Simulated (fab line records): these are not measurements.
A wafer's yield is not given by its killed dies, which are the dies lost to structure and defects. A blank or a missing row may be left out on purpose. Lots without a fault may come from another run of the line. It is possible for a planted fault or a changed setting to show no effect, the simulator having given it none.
Which tool is to blame? | flow nand harc | at 1 step of a route of 1302, 6 lots with 18 wafers sampled

== WHAT EACH GAUGE READ, for each wafer ==
NHARC_A_SLIT_CD_MEAS_09: target cd 300 nm.
lot  | measured     | on        | cd nm (nm)
L597 | day 20 05:31 | cd sem-02 | 300.2 300.4 298.1
L606 | day 23 08:43 | cd sem-02 | 300.1 299.7 299.7
L608 | day 24 10:11 | cd sem-03 | 299.2 298.2 299.9
L615 | day 27 04:56 | cd sem-03 | 299.2 299.1 300.0
L617 | day 28 03:43 | cd sem-02 | 300.0 300.4 299.3
L619 | day 28 21:56 | cd sem-01 | 299.5 300.3 300.8

== WHICH TOOL RAN EACH LOT (tool, then ch and the chambers of the sampled wafers, then the start) ==
There is no process step in the record ahead of these readings.

== THE ANSWER, worked out from the rows above alone ==
Rule: the usual values come from the lots themselves. Put in order of their means at a reading, lots are off if they are a third of the lots or fewer, leave a main group of 4 or more, and stand apart from it by a gap of 3 or more times the standard deviation of the main group's means; of several such gaps the widest counts. If all means in a main group match to the digits the tables above print for the reading, that group is not used. A lot without any number at a reading at which 4 lots or more have one is off too. Any other lot the step has rows for is counted as sound.
Nothing can be told from this: no lot is off at any reading shown.

== WHAT HAD BEEN PUT IN BY THE SIMULATOR ==
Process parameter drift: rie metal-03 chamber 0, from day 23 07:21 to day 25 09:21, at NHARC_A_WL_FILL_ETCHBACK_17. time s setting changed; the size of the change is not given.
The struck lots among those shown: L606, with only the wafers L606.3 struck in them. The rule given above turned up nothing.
